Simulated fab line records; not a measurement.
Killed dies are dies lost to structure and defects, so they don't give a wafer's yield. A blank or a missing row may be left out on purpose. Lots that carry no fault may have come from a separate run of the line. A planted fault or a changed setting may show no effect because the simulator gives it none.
Problem report, 8D (eight disciplines) form, completed by code :: flow n5-finfet :: the parts of the form that need people (team, actions taken, sign-off) are left out

## 1. WHAT WENT WRONG
At N5_PASSIVATION_PROBE_49, killed_at_M4_up averages 130 over 2 wafers from 2 lots, while fault-free wafers read 14, standard deviation 5.5. That is +21 standard deviations from the usual mean.
Seen first at day 13 19:34 on prober-02, wafer L595.6. The record has a number at this step for 6 wafers belonging to 2 lots. Rule for "out" (also "out of limits"): further than 4 standard deviations from the usual mean. The other wafers with a number count as sound.

## 2. WHAT IT IS AND WHAT IT IS NOT
question: which readings at this step
is: killed_at_M4_up, defect-limited-yield, killed-dies, sort_bin_5_function, sort-n-pass, sort-yield-pct
is not: killed_at_M0_to_M3, killed-at-contacts, killed-at-front-end, killed-at-other, killed-open, killed-short, sort_bin_4_leakage, sort_bin_8_speed

question: which lots
is: L595, L596
is not: -

question: which wafers of those lots
is: L595.6, L596.6
is not: L595.2, L595.3, L596.3, L596.5

question: read on which tools
is: prober-01, prober-02
is not: -

question: when
is: from day 13 19:34
is not: up to then (2 sound wafers); but 2 sound wafers of L596 came after

## 3. THE SUSPECTS, EACH WITH WHAT RULES IT OUT
Counting: a tool at a process step up to the reading stays a suspect if it ran every lot that is out. Sound lots after the first of them don't rule it out here, since some wafers of a struck lot are sound.
- pvd-sputter-03 at N5_BEOL_M5_SPUTTER_90 (material Cu, target thk 4.5 nm, time 8.29 s): kept. It ran every lot that is out, first L595 (day 9 13:32).
Left after counting: pvd-sputter-03 at N5_BEOL_M5_SPUTTER_90.

## 4. THE CAUSE (what the simulator had put in)
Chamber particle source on pvd-sputter-03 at N5_BEOL_M5_SPUTTER_90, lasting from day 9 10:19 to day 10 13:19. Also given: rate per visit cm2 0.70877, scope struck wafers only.
After counting, this tool was the only one left.

## 5. SEQUENCE OF EFFECTS, ordered by route
One row per reading whose mean, taken over the struck wafers that have a number, lies over 3 standard deviations from the usual. Only readings whose record carries a usual standard deviation are examined. hours: median over the lots of the time between each lot's start at the first step of this table that gives one and its start at this step. sigmas: the change, counted in usual standard deviations.
hours: 0
step: N5_PASSIVATION_PROBE_49
reading: defect-limited-yield
usual: 91.0 %
on struck wafers: 80.0
change: -11.0
sigmas: -7.9

hours: 0
step: N5_PASSIVATION_PROBE_49
reading: killed_at_M4_up
usual: 14
on struck wafers: 130
change: +116
sigmas: +21

hours: 0
step: N5_PASSIVATION_PROBE_49
reading: killed-dies
usual: 106
on struck wafers: 236
change: +130
sigmas: +8.1

hours: 0
step: N5_PASSIVATION_PROBE_49
reading: sort_bin_5_function
usual: 5.3 %
on struck wafers: 12.1
change: +6.8
sigmas: +7.6

hours: 0
step: N5_PASSIVATION_PROBE_49
reading: sort-n-pass
usual: 1070
on struck wafers: 939
change: -131
sigmas: -4.7

hours: 0
step: N5_PASSIVATION_PROBE_49
reading: sort-yield-pct
usual: 90.7 %
on struck wafers: 79.5
change: -11.2
sigmas: -4.6
Here are the process steps it includes:
- N5_PASSIVATION_PROBE_49

## 6. WHAT WOULD HAVE CAUGHT IT SOONER
First out-of-limits reading in this record: day 13 19:34, which is 105 hours after fault onset at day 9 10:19.
Of the tool readings at N5_BEOL_M5_SPUTTER_90 for which the record gives a usual standard deviation, none was out on any struck wafer, so an alarm limit of 4 standard deviations on them would not have fired.
By day 13 19:34 the whole set of lots that are out, 2 in number, had already begun N5_BEOL_M5_SPUTTER_90 on pvd-sputter-03. Had the tool been put on hold then, not one of them would have been saved.
